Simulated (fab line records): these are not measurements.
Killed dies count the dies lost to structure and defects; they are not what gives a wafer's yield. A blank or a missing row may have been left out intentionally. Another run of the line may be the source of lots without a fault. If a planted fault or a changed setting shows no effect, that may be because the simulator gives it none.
Matching of chambers	flow n5Finfet	3 sister chambers for N5_BEOL_M8_ILD_DEP_00 on pecvd-02
The step deposits SiCOH lowk from DEMS/porogen, target thk 179.75 nm, time 33.4 s. 6 wafers are shown with their chamber, then 8 later ones without.

== EACH WAFER AND ITS CHAMBER ==
wafer	chamber	throttleValvePct (%)	heaterPowerW (W)
L078.3	0	14.6	268
L082.5	0	14.4	256
L087.3	2	12.3	418
L087.5	2	12.4	428
L087.6	1	15.0	342
L089.1	1	15.1	356

== WAFERS MISSING THEIR CHAMBER ==
wafer	throttleValvePct (%)	heaterPowerW (W)
L089.3	15.2	356
L089.6	12.4	418
L091.1	12.6	416
L091.5	14.8	263
L091.6	12.6	420
L090.1	15.0	375
L090.3	12.6	363
L090.5	14.6	294

== WHICH CHAMBER EACH WENT THROUGH ==
wafer	from the rows above	in truth
L089.3	1	1
L089.6	2	2
L091.1	2	2
L091.5	0	0
L091.6	2	2
L090.1	1	1
L090.3	2	2
L090.5	0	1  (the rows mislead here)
Correct placement for 7 of the 8. Not placeable from these rows: 0. 1 placed wrongly.
How it was worked out, from the rows above alone: a wafer's distance from a chamber is the root of the sum, over the readings, of the square of ((its reading less the chamber's mean) divided by the reading's scatter). If the next closest chamber is less than 2 further off than the closest, the wafer can't be placed; otherwise it belongs to the closest. Each chamber's mean is taken over the wafers shown for it. The scatter: take each reading less its chamber's mean, square it, sum over the shown wafers, divide by the number of wafers less the number of chambers, and take the root.
